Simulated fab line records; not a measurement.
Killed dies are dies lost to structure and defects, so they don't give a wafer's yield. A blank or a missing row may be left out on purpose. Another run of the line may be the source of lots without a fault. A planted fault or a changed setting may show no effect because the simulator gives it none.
Chamber matching -- flow nand_harc -- NHARC_HYBRID_BOND_ACTIVATE_00 on rie_diel-05: 4 sister chambers
The step chemistry N2, time 60 s. 42 wafers are shown with their chamber, then 12 later ones without.

## WAFERS PAIRED WITH THEIR CHAMBERS
wafer,chamber,drypump_motor_current_A (A),showerhead_plenum_p_Torr (Torr),oes_product_au (a.u.)
L074.2,3,5.6,1.81,0.995
L074.5,3,5.6,1.81,0.999
L074.6,0,6.2,1.83,1.001
L075.1,2,5.0,1.78,1.008
L075.5,1,6.6,1.88,0.981
L075.6,0,6.2,1.83,0.990
L078.1,2,5.0,1.78,1.012
L078.5,3,5.7,1.81,0.996
L078.6,0,6.2,1.83,0.993
L077.2,1,6.6,1.88,0.990
L077.3,0,6.2,1.83,0.998
L077.5,0,6.2,1.83,0.987
L076.2,2,5.0,1.77,0.997
L076.4,0,6.2,1.83,0.993
L076.6,1,6.6,1.88,0.995
L079.1,1,6.6,1.88,0.985
L079.2,0,6.2,1.83,0.998
L079.4,3,5.7,1.81,1.012
L080.1,3,5.7,1.81,1.017
L080.2,2,5.0,1.77,1.009
L080.5,1,6.6,1.88,0.996
L081.1,3,5.7,1.81,1.010
L081.4,0,6.2,1.83,1.006
L081.6,2,5.0,1.77,1.016
L083.1,0,6.2,1.83,0.996
L083.2,2,5.0,1.77,1.008
L083.5,1,6.6,1.88,0.996
L084.2,2,5.0,1.77,1.013
L084.3,1,6.6,1.88,0.996
L084.5,3,5.6,1.81,1.008
L082.1,0,6.2,1.83,0.993
L082.4,3,5.6,1.81,1.017
L082.6,2,5.0,1.77,1.013
L086.1,1,6.6,1.88,0.992
L086.3,3,5.7,1.81,1.006
L086.6,0,6.2,1.83,0.986
L087.3,1,6.6,1.88,1.012
L087.5,2,5.0,1.77,1.016
L087.6,3,5.7,1.81,1.006
L085.1,1,6.6,1.88,0.994
L085.5,0,6.2,1.83,0.985
L085.6,3,5.7,1.81,1.004

SIGNATURES (averages over the wafers above)
reading,chamber 0,chamber 1,chamber 2,chamber 3,scatter within a chamber
drypump_motor_current_A,6.200,6.600,5.000,5.664,0.0259
showerhead_plenum_p_Torr,1.8300,1.8800,1.7722,1.8100,0.00202
oes_product_au,0.99383,0.99370,1.01022,1.00636,0.00705
Rule: distance of a wafer from a chamber = root of the sum over the readings of ((wafer's reading minus chamber's mean) / reading's scatter) squared. If the next closest chamber is less than 2 further off than the closest, the wafer can't be placed; otherwise it belongs to the closest. The scatter is the square root of a quotient: the sum, over the shown wafers, of each reading's squared deviation from its chamber's mean, divided by wafers minus chambers.

## WAFERS MISSING THEIR CHAMBER
wafer,drypump_motor_current_A (A),showerhead_plenum_p_Torr (Torr),oes_product_au (a.u.)
L089.1,5.6,1.81,1.012
L089.2,5.0,1.77,1.012
L089.5,6.6,1.88,0.985
L088.1,5.7,1.81,0.987
L088.2,5.0,1.77,1.010
L088.4,6.6,1.88,0.983
L095.1,6.2,1.83,0.992
L095.2,6.6,1.88,0.988
L095.3,5.7,1.81,0.999
L097.1,6.6,1.88,0.986
L097.3,6.2,1.83,0.993
L097.5,6.2,1.83,0.989

## THE CHAMBER EACH PASSED THROUGH
wafer,from the rows above,in truth
L089.1,3,3
L089.2,2,2
L089.5,1,1
L088.1,3,3
L088.2,2,2
L088.4,1,1
L095.1,0,0
L095.2,1,1
L095.3,3,3
L097.1,1,1
L097.3,0,0
L097.5,0,0
Correctly placed: 12 of 12. Not placeable from these rows: 0. Number placed wrongly: 0.
